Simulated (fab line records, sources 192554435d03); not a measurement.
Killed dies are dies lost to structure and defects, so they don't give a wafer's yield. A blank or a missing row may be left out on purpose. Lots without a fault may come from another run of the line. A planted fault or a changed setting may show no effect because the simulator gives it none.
Chamber matching | flow n5_finfet | N5_STI_FIN_REVEAL_ALD_00 on ald_sin-02: 4 sister chambers
The step deposits SiO2, target thk 1 nm, pulse time 1 s. 14 wafers are shown with their chamber, then 7 later ones without.

WAFERS WITH THEIR CHAMBER
wafer  | chamber | heater_power_w (W) | precursor_pulse_height_rel | susceptor_temp_C (C)
L076.1 | 1       | 474                | 1.026                      | 299.91
L076.2 | 2       | 459                | 1.035                      | 299.83
L076.5 | 2       | 448                | 1.013                      | 300.17
L082.1 | 1       | 468                | 1.020                      | 300.08
L082.3 | 3       | 444                | 0.987                      | 299.95
L082.6 | 0       | 374                | 1.026                      | 299.74
L086.1 | 3       | 448                | 0.998                      | 299.93
L086.3 | 2       | 471                | 0.985                      | 300.06
L086.4 | 1       | 468                | 1.026                      | 299.94
L088.2 | 1       | 460                | 0.979                      | 300.16
L088.5 | 2       | 458                | 0.998                      | 300.08
L088.6 | 1       | 475                | 0.980                      | 299.98
L090.1 | 3       | 443                | 1.007                      | 299.92
L090.2 | 0       | 383                | 1.019                      | 300.28

SIGNATURES (means of the wafers above)
reading                    | chamber 0 | chamber 1 | chamber 2 | chamber 3 | scatter within a chamber
heater_power_w             | 378.50    | 469.00    | 459.00    | 445.00    | 6.82
precursor_pulse_height_rel | 1.02250   | 1.00620   | 1.00775   | 0.99733   | 0.02
susceptor_temp_C           | 300.0100  | 300.0140  | 300.0350  | 299.9333  | 0.159
Rule: a wafer's distance from a chamber is the root of the sum, over the readings, of the square of ((its reading less the chamber's mean) divided by the reading's scatter). The wafer belongs to the nearest chamber; if the next one is less than 2 further off, it can't be placed. The scatter: the root of (the sum of the squares of (reading less its chamber's mean) over the shown wafers, divided by (wafers less chambers)).

WAFERS WITHOUT THEIR CHAMBER
wafer  | heater_power_w (W) | precursor_pulse_height_rel | susceptor_temp_C (C)
L090.3 | 466                | 0.987                      | 300.02
L096.2 | 478                | 0.995                      | 300.14
L096.4 | 472                | 0.997                      | 299.73
L096.6 | 452                | 1.011                      | 300.15
L097.2 | 469                | 0.991                      | 299.83
L097.3 | 394                | 1.005                      | 299.93
L097.6 | 465                | 1.023                      | 300.03

WHICH CHAMBER EACH WENT THROUGH
wafer  | from the rows above          | in truth
L090.3 | can't be placed: 1 or 2      | 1
L096.2 | can't be placed: 1 or 2      | 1
L096.4 | can't be placed: 1 or 2      | 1
L096.6 | can't be placed: 2 or 3 or 1 | 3
L097.2 | can't be placed: 1 or 2      | 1
L097.3 | 0                            | 0
L097.6 | can't be placed: 1 or 2      | 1
Placed correctly: 1 of 7. Can't be placed from these rows: 6 (the true chamber is among the candidates in 6). Placed wrongly: 0.
